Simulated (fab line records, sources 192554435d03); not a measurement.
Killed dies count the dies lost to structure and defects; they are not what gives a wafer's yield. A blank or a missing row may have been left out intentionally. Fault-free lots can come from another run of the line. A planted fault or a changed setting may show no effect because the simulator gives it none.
fab line records    flow n5-finfet
[record] lots = 7  wafers = 21
route steps=1938 shown MOL_CONTACT_COAG@624 BEOL_M0_SAQP@636 BEOL_M2@879
start-h: hours from the record's opening day to when the first of the lot's shown wafers began    wait-h: time in hours since the lot's previous step    " as in the row above    L1.1+2: a row that stands for several wafers    - either no value or no given start    * or withheld: withheld    < > ~ a bound
route shown NAME@n: NAME is a module with steps in the file, n the number in the route of the first one    usual: mean and standard deviation over wafers with no fault    same: alike in all rows    chamber/n: place in a boat    sites: each site's reading    _std_site: standard deviation of those values    _edge_site: mean of outer sites minus mean of inner sites    radius-mm: for every site, how far away it sits from the centre of the wafer    mask NAME#n: copy n    behind: the most recent tool/chamber to have shaped the wafer    hold: what put the lot on hold/how long, in hours/how the hold closed    device: whichever transistor did not switch (one of n, p or np)    end of line: the route-end tests of the same wafers    a step with no rows: only its recipe    killed: at the first sort, the dies lost to defects and structure; wafer yield is something else    map: a wafer's dies, marking killed ones x, the rest . and places with no die _
set.NAME: the run value of the setting; set.NAME@STEP: its run value at that earlier step    model.NAME: the simulator's own value behind a step, which no gauge read
lots with deliberately changed settings; one table per step, one row per wafer
[[steps]]
[step N5_MOL_CONTACT_COAG_CVD_140]
[recipe] material = W  target-thk-a = 665  mode = selective-fill  temp-c = 300  time-s = 215
lot.wafer  tool      chamber  start-h  wait-h  set.target-thk-a  model.W_of_MOL_CONTACT_COAG_CVD_140.thk-nm
L080.2     cvd-w-02  1        138.87   0.1     665               67.4
L080.4     "         0        "        "       665               67
L080.6     "         0        "        "       689.3             70
L082.1     cvd-w-02  0        149.53   0.1     753.8             75.8
L082.2     "         1        "        "       753.8             75.2
L082.3     "         0        "        "       665               66.8
L083.1     cvd-w-02  0        156.21   0.1     665               67.4
L083.2     "         1        "        "       665               66
L083.5     "         0        "        "       595.8             60
L086.1     cvd-w-02  0        173.44   0.1     665               66.2
L086.3     "         0        "        "       665               66.8
L086.6     "         0        "        "       691.8             69.2
L090.2     cvd-w-02  1        195.99   0.1     665               65.6
L090.4     "         1        "        "       665               65.8
L090.6     "         1        "        "       665               66.2
L091.2     cvd-w-01  1        201.53   0.1     665               67.4
L091.4+6   "         0        "        "       665               67
L094.3     cvd-w-01  1        225.74   0.1     665               67.4
L094.5     "         0        "        "       596               60.6
L094.6     "         1        "        "       665               67.6
[step N5_BEOL_M0_SAQP_PECVD_96]
[recipe] material = a-Si  target-thk-a = 450  temp-c = 350  precursor = SiH4/He  pressure-torr = 3  rf-w = 100  time-s = 45.2
lot.wafer  tool      chamber  start-h  wait-h  set.time-s  model.a-Si_of_BEOL_M0_SAQP_PECVD_96.thk-nm
L080.2     pecvd-02  2        145.56   0.0     47.75       47.4
L080.4     "         2        "        "       45.2        45.2
L080.6     "         1        "        "       45.2        45.8
L082.1     pecvd-03  0        154.40   0.0     49.69       49.6
L082.2     "         2        "        "       49.69       49
L082.3     "         1        "        "       45.2        45
L083.1     pecvd-02  0        161.69   0.0     45.2        44
L083.2     "         1        "        "       47.02       46.4
L083.5     "         1        "        "       47.02       47.8
L086.1+6   pecvd-03  2        179.52   0.0     45.2        45.2
L086.3     "         0        "        "       39.47       39.6
L090.2     pecvd-01  1        203.29   0.0     45.2        44.6
L090.4     "         0        "        "       45.2        45
L090.6     "         2        "        "       45.2        46
L091.2     pecvd-01  0        206.29   0.0     45.2        44.4
L091.4     "         1        "        "       45.2        45.8
L091.6     "         2        "        "       45.2        45.4
L094.3     pecvd-02  0        231.38   0.0     45.2        43.6
L094.5+6   "         2,1      "        "       39.68       40
[step N5_BEOL_M0_SAQP_PECVD_97]
[recipe] material = SiNx  target-thk-a = 230  temp-c = 350  precursor = SiH4/NH3/N2  pressure-torr = 1.5  rf-w = 300  time-s = 19.9
[step N5_BEOL_M0_SAQP_PECVD_04]
[recipe] material = a-Si  target-thk-a = 600  temp-c = 350  precursor = SiH4/He  pressure-torr = 3  rf-w = 100  time-s = 60.2
[step N5_BEOL_M0_SAQP_ETCH_101]
[recipe] chemistry = CH3F/O2  target = SiNx  mask-material = SiO2  target-depth-a = 299  time-s = 42.7  pressure-mtorr = 30  source-w = 395  bias-w = 73  Ar_flow_sccm = 150  CH3F_flow_sccm = 30  O2_flow_sccm = 20  ion-energy-ev = 120
[step N5_BEOL_M0_SAQP_ETCH_102]
[recipe] chemistry = CF4  target = SiO2  target-depth-a = 40  ion-energy-ev = 350  time-s = 4.4  pressure-mtorr = 10  icp-w = 800  bias-w = 400  cf4-flow-sccm = 80
[step N5_BEOL_M0_SAQP_MANDREL_ETCH_103]
[recipe] chemistry = HBr/Cl2  target = a-Si  target-depth-a = 450  bt-time-s = 10  stop-on = SiCN  mask-material = SiO2  over-etch-frac = 0.8  time-s = 27  pressure-mtorr = 10  icp-w = 800  bias-w = 75  HBr_flow_sccm = 150  Cl2_flow_sccm = 80  ends = end-point
lot.wafer  tool       chamber  start-h  wait-h  set.time-s@BEOL_M0_SAQP_PECVD_96  model.etch.depth-nm
L080.2     rie-si-06  1        148.72   0.0     47.75                             47.47
L080.4     "          0        "        "       45.2                              45.2
L080.6     "          0        "        "       45.2                              45.82
L082.1     rie-si-06  1        157.00   0.0     49.69                             49.54
L082.2     "          2        "        "       49.69                             48.99
L082.3     "          3        "        "       45.2                              44.91
L083.1     rie-si-01  2        164.54   0.0     45.2                              44.04
L083.2     "          3        "        "       47.02                             46.34
L083.5     "          2        "        "       47.02                             47.73
L086.1     rie-si-02  2        183.36   0.0     45.2                              45.21
L086.3     "          0        "        "       39.47                             39.51
L086.6     "          3        "        "       45.2                              45.25
L090.2     rie-si-02  3        205.68   0.0     45.2                              44.61
L090.4     "          0        "        "       45.2                              44.94
L090.6     "          1        "        "       45.2                              45.97
L091.2     rie-si-02  0        210.14   0.0     45.2                              44.33
L091.4     "          3        "        "       45.2                              45.74
L091.6     "          0        "        "       45.2                              45.35
L094.3     rie-si-01  1        233.88   0.0     45.2                              43.66
L094.5     "          3        "        "       39.68                             40.09
L094.6     "          0        "        "       39.68                             40.05
[step N5_BEOL_M0_SAQP_ETCH_107]
[recipe] chemistry = CH3F/O2  target = SiNx  target-depth-a = 300  mask-material = SOC  pressure-mtorr = 30  source-w = 395  bias-w = 73  Ar_flow_sccm = 150  CH3F_flow_sccm = 30  O2_flow_sccm = 20  ion-energy-ev = 120
[usual] rf-vpp-V = 295/4.7
lot.wafer  tool         chamber  start-h  wait-h  set.bias-w  rf-vpp-V
L080.2     rie-diel-02  0        149.31   0.0     64.09       258
L080.4     "            1        "        "       73          295
L080.6     "            1        "        "       73          293
L082.1     rie-diel-04  0        157.59   0.0     73          298
L082.2     "            1        "        "       73          295
L082.3     "            3        "        "       73          296
L083.1     rie-diel-02  2        165.13   0.0     73          302
L083.2     "            1        "        "       73          293
L083.5     "            1        "        "       73          294
L086.1     rie-diel-02  3        183.95   0.0     73          293
L086.3     "            0        "        "       73          287
L086.6     "            3        "        "       82.52       323
L090.2     rie-diel-02  0        206.27   0.0     73          286
L090.4     "            1        "        "       73          294
L090.6     "            1        "        "       73          294
L091.2     rie-diel-02  3        210.73   0.0     73          294
L091.4     "            2        "        "       73          303
L091.6     "            0        "        "       73          286
L094.3     rie-diel-04  1        234.47   0.0     73          295
L094.5     "            0        "        "       65.54       273
L094.6     "            3        "        "       73          296
[step N5_BEOL_M0_SAQP_STRIP_108]
[recipe] chemistry = N2/H2  power-w = 500  temp-c = 40  pressure-mtorr = 50  rf-frequency-hz = 6e+07  overash-fraction = 0.3  bias-power-w = 28  h2-frac = 0.5  n2-flow-sccm = 300  h2-flow-sccm = 300
[step N5_BEOL_M0_SAQP_RECESS_109]
[recipe] chemistry = HF/NH3  target = SiO2  target-depth-a = 30  afs-cycles = 1  temp-c = 30  sublimation-temp-c = 180  sublimation-time-s = 60
[step N5_BEOL_M0_SAQP_SPACER2_ALD_26]
[recipe] material = SiO2  target-thk-a = 150  temp-c = 300  ald-precursor-family = BDEAS  ald-co-reactant = O2-plasma  pulse-time-s = 1  purge-time-s = 2  co-reactant-purge-time-s = 2  pressure-torr = 2
lot.wafer  tool        chamber  start-h  wait-h  set.time-s@BEOL_M0_SAQP_PECVD_96  model.a-Si_of_BEOL_M0_SAQP_PECVD_96.thk-nm
L080.2     ald-sin-02  2        151.01   1.4     47.75                             46.8
L080.4     "           0        "        "       45.2                              44.4
L080.6     "           2        "        "       45.2                              45
L082.1     ald-sin-03  0        157.84   0.1     49.69                             48.8
L082.2     "           3        "        "       49.69                             48.2
L082.3     "           2        "        "       45.2                              44.2
L083.1     ald-sin-02  2        165.66   0.4     45.2                              43.2
L083.2     "           1        "        "       47.02                             45.6
L083.5     "           0        "        "       47.02                             47
L086.1+6   ald-sin-03  3,0      184.19   0.1     45.2                              44.4
L086.3     "           0        "        "       39.47                             38.8
L090.2     ald-sin-02  2        206.88   0.5     45.2                              43.8
L090.4     "           3        "        "       45.2                              44.2
L090.6     "           2        "        "       45.2                              45.2
L091.2     ald-sin-02  3        210.98   0.1     45.2                              43.6
L091.4     "           2        "        "       45.2                              45
L091.6     "           3        "        "       45.2                              44.6
L094.3     ald-sin-03  0        235.31   0.4     45.2                              42.8
L094.5+6   "           0,1      "        "       39.68                             39.4
[step N5_BEOL_M0_SAQP_COAT_72]
[recipe] resist = SiARC  temp-c = 220  time-s = 60  spin-rpm = 1500  resist-thk-nm = 15
lot.wafer   tool            chamber  start-h  wait-h  set.spin-rpm  model.SiARC_of_BEOL_M0_SAQP_COAT_72.thk-nm
L080.2+4+6  litho-track-02  0        -        -       1500          15
L082.1+2    litho-track-01  0        -        -       1500          15
L082.3      "               0        "        "       1365          15.8
L083.1+2+5  litho-track-02  0        -        -       1500          15
L086.1      litho-track-04  0        -        -       1500          15
L086.3+6    "               0        "        "       1637          14.4
L090.2      litho-track-01  0        -        -       1500          15
L090.4+6    "               0        "        "       1641          14.4
L091.2+4+6  litho-track-01  0        -        -       1500          15
L094.3      litho-track-04  0        -        -       1500          15
L094.5+6    "               0        "        "       1400          15.6
[step N5_BEOL_M0_SAQP_COAT_87]
[recipe] resist = underlayer  temp-c = 205  time-s = 60  spin-rpm = 1500  resist-thk-nm = 5
[step N5_BEOL_M0_SAQP_COAT_34]
[recipe] resist = CAR-EUV  spin-rpm = 1500  resist-thk-nm = 30
[step N5_BEOL_M0_SAQP_DESCUM_45]
[recipe] chemistry = O2  time-s = 7  source-power-w = 50  bias-power-w = 20  pressure-mtorr = 20  rf-frequency-hz = 2.712e+07  temp-c = 40  resist = CAR-EUV  o2-flow-sccm = 225
[step N5_BEOL_M0_SAQP_ETCH_88]
[recipe] chemistry = N2/H2  target = underlayer  target-depth-a = 65  time-s = 5.2  ion-energy-ev = 200  mask-material = CAR-EUV  pressure-mtorr = 30  source-w = 840  bias-w = 150  n2-flow-sccm = 200  h2-flow-sccm = 200  ends = cleared
[step N5_BEOL_M0_SAQP_ETCH_73]
[recipe] chemistry = CF4  target = SiARC  target-depth-a = 195  mask-material = CAR-EUV  time-s = 32.5  ion-energy-ev = 80  pressure-mtorr = 40  source-w = 545  bias-w = 36  Ar_flow_sccm = 100  cf4-flow-sccm = 100  ends = cleared
lot.wafer  tool         chamber  start-h  wait-h  set.spin-rpm@BEOL_M0_SAQP_COAT_72  model.etch.depth-nm
L080.2     rie-diel-01  3        152.25   0.0     1500                               15.07
L080.4     "            2        "        "       1500                               15.05
L080.6     "            0        "        "       1500                               15.06
L082.1     rie-diel-01  3        159.19   0.0     1500                               15
L082.2     "            2        "        "       1500                               15.04
L082.3     "            0        "        "       1365                               15.73
L083.1     rie-diel-04  1        167.01   0.0     1500                               15.04
L083.2     "            3        "        "       1500                               15.02
L083.5     "            1        "        "       1500                               14.96
L086.1     rie-diel-04  2        185.42   0.0     1500                               15.07
L086.3+6   "            0        "        "       1637                               14.39
L090.2     rie-diel-02  3        208.27   0.0     1500                               15
L090.4     "            1        "        "       1641                               14.35
L090.6     "            3        "        "       1641                               14.33
L091.2     rie-diel-02  3        212.33   0.0     1500                               14.98
L091.4     "            0        "        "       1500                               14.99
L091.6     "            1        "        "       1500                               15
L094.3     rie-diel-04  2        236.55   0.0     1500                               14.99
L094.5     "            3        "        "       1400                               15.53
L094.6     "            2        "        "       1400                               15.59
[step N5_BEOL_M2_DESCUM_33]
[recipe] chemistry = O2  time-s = 7  source-power-w = 50  bias-power-w = 20  pressure-mtorr = 20  rf-frequency-hz = 2.712e+07  temp-c = 40  resist = CAR-EUV  o2-flow-sccm = 225
lot.wafer  tool         chamber  start-h  wait-h  set.time-s  model.CAR-EUV_of_BEOL_M2_COAT_22.thk-nm
L080.2+4   rie-diel-06  3        170.57   0.5     7           26.2
L080.6     "            1        "        "       8.428       25.4
L082.1     rie-diel-03  0        177.63   0.0     7           26
L082.2     "            1        "        "       7           26.2
L082.3     "            2        "        "       5.949       26.6
L083.1+5   rie-diel-06  3,1      185.24   0.1     5.81        26.6
L083.2     "            2        "        "       7           26
L086.1+3   rie-diel-03  2,0      204.78   0.0     8.517       25.4
L086.6     "            0        "        "       7           26.2
L090.2     rie-diel-03  2        228.74   0.0     7           26.2
L090.4+6   "            1,3      "        "       8.525       25.4
L091.2+6   rie-diel-03  1,3      229.94   0.0     7           26.2
L091.4     "            1        "        "       7           26
L094.3+5   rie-diel-05  0,1      252.72   0.0     7           26
L094.6     "            2        "        "       5.761       26.8
[step N5_BEOL_M2_ETCH_77]
[recipe] chemistry = N2/H2  target = underlayer  target-depth-a = 65  mask-material = CAR-EUV  time-s = 5.2  ion-energy-ev = 200  pressure-mtorr = 30  source-w = 840  bias-w = 150  n2-flow-sccm = 200  h2-flow-sccm = 200  ends = cleared
lot.wafer  tool         chamber  start-h  wait-h  set.time-s@BEOL_M2_DESCUM_33  model.CAR-EUV_of_BEOL_M2_COAT_22.thk-nm
L080.2+4   rie-diel-06  3        170.61   0.0     7                             20.4
L080.6     "            1        "        "       8.428                         19.8
L082.1     rie-diel-03  0        177.66   0.0     7                             20.4
L082.2     "            1        "        "       7                             20.6
L082.3     "            2        "        "       5.949                         20.8
L083.1+5   rie-diel-06  3,1      185.27   0.0     5.81                          21
L083.2     "            2        "        "       7                             20.2
L086.1+3   rie-diel-03  2,0      204.81   0.0     8.517                         19.6
L086.6     "            0        "        "       7                             20.4
L090.2     rie-diel-03  2        228.77   0.0     7                             20.4
L090.4+6   "            1,3      "        "       8.525                         19.8
L091.2+4   rie-diel-03  1        229.98   0.0     7                             20.4
L091.6     "            3        "        "       7                             20.6
L094.3+5   rie-diel-05  0,1      252.75   0.0     7                             20.4
L094.6     "            2        "        "       5.761                         21
[step N5_BEOL_M2_ETCH_69]
[recipe] chemistry = CF4  target = SiARC  target-depth-a = 156  mask-material = CAR-EUV  time-s = 26  ion-energy-ev = 80  pressure-mtorr = 40  source-w = 545  bias-w = 36  Ar_flow_sccm = 100  cf4-flow-sccm = 100  ends = cleared
lot.wafer  tool         chamber  start-h  wait-h  set.time-s@BEOL_M2_DESCUM_33  model.CAR-EUV_of_BEOL_M2_COAT_22.thk-nm
L080.2     rie-diel-06  3        170.62   0.0     7                             11
L080.4     "            3        "        "       7                             11.2
L080.6     "            1        "        "       8.428                         10.4
L082.1     rie-diel-03  0        177.68   0.0     7                             11.2
L082.2     "            1        "        "       7                             11.4
L082.3     "            2        "        "       5.949                         11.6
L083.1+5   rie-diel-06  3,1      185.29   0.0     5.81                          11.8
L083.2     "            2        "        "       7                             11
L086.1+3   rie-diel-03  2,0      204.83   0.0     8.517                         10.4
L086.6     "            0        "        "       7                             11.2
L090.2     rie-diel-03  2        228.79   0.0     7                             11.2
L090.4+6   "            1,3      "        "       8.525                         10.4
L091.2+4   rie-diel-03  1        230.00   0.0     7                             11.2
L091.6     "            3        "        "       7                             11.4
L094.3     rie-diel-05  0        252.77   0.0     7                             11.2
L094.5     "            1        "        "       7                             11
L094.6     "            2        "        "       5.761                         11.8
[[key]]
[split] step = N5_MOL_CONTACT_COAG_CVD_140  setting = target-thk-a  stated = 665  by = wafer
[response] step = N5_MOL_CONTACT_COAG_CVD_140  reading = model.W_of_MOL_CONTACT_COAG_CVD_140.thk-nm  change = +0.657  per = 1%  r = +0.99
[split] step = N5_BEOL_M0_SAQP_PECVD_96  setting = time-s  stated = 45.2  by = wafer
[response] step = N5_BEOL_M0_SAQP_PECVD_96  reading = model.a-Si_of_BEOL_M0_SAQP_PECVD_96.thk-nm  change = +0.396  per = 1%  r = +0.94
[response] step = N5_BEOL_M0_SAQP_MANDREL_ETCH_103  reading = model.etch.depth-nm  change = +0.4  per = 1%  r = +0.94
[response] step = N5_BEOL_M0_SAQP_SPACER2_ALD_26  reading = model.a-Si_of_BEOL_M0_SAQP_PECVD_96.thk-nm  change = +0.393  per = 1%  r = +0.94
[split] step = N5_BEOL_M0_SAQP_ETCH_107  setting = bias-w  stated = 73  by = wafer
[response] step = N5_BEOL_M0_SAQP_ETCH_107  reading = rf-vpp-V  change = +2.62  per = 1%  r = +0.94
[split] step = N5_BEOL_M0_SAQP_COAT_72  setting = spin-rpm  stated = 1500  by = wafer
[response] step = N5_BEOL_M0_SAQP_COAT_72  reading = model.SiARC_of_BEOL_M0_SAQP_COAT_72.thk-nm  change = -0.0751  per = 1%  r = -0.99
[response] step = N5_BEOL_M0_SAQP_ETCH_73  reading = model.etch.depth-nm  change = -0.076  per = 1%  r = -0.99
[split] step = N5_BEOL_M2_DESCUM_33  setting = time-s  stated = 7  by = wafer
[response] step = N5_BEOL_M2_DESCUM_33  reading = model.CAR-EUV_of_BEOL_M2_COAT_22.thk-nm  change = -0.0379  per = 1%  r = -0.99
[response] step = N5_BEOL_M2_ETCH_77  reading = model.CAR-EUV_of_BEOL_M2_COAT_22.thk-nm  change = -0.0326  per = 1%  r = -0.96
[response] step = N5_BEOL_M2_ETCH_69  reading = model.CAR-EUV_of_BEOL_M2_COAT_22.thk-nm  change = -0.0364  per = 1%  r = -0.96
